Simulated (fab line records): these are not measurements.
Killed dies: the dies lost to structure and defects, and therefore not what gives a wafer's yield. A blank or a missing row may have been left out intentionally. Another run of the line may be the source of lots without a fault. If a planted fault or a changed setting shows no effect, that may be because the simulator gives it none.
The tool behind it: which one?    flow n5Finfet    route of 1938 steps, sampled at 1 step: 10 lots, 30 wafers

## WHAT THE GAUGES SHOWED, per wafer
N5_BEOL_M8_INSPECT_58: inspects for defects (darkfield).
lot   measured      on                rawDefectCount
L581  day 9 20:32   defectInspect-02  73 90 71
L580  day 10 00:01  defectInspect-02  57 141 58
L582  day 10 11:14  defectInspect-02  52 62 71
L583  day 10 15:25  defectInspect-02  49 72 47
L589  day 11 21:01  defectInspect-02  42 101 81
L594  day 14 10:10  defectInspect-02  65 99 48
L595  day 14 20:02  defectInspect-02  81 91 73
L597  day 14 20:53  defectInspect-02  34 95 82
L600  day 15 07:06  defectInspect-01  90 93 61
L601  day 15 23:26  defectInspect-01  46 45 47

## EACH LOT AND THE TOOL THAT RAN IT (in order: tool; ch and the chambers of the sampled wafers; start)
Before these readings, the record contains no process step.

## THE ANSWER, worked out from the rows above alone
Rule: the lots themselves supply what counts as usual. Put in order of their means at a reading, lots are off if they are a third of the lots or fewer, leave a main group of 4 or more, and stand apart from it by a gap of 3 or more times the standard deviation of the main group's means; of several such gaps the widest counts. If all means in a main group match to the digits the tables above print for the reading, that group is not used. Also off: a lot with no number at a reading for which 4 or more lots have one. Any other lot the step has rows for is counted as sound.
No lot is off at any reading shown: from this, nothing can be told.

## WHAT THE SIMULATOR PUT IN
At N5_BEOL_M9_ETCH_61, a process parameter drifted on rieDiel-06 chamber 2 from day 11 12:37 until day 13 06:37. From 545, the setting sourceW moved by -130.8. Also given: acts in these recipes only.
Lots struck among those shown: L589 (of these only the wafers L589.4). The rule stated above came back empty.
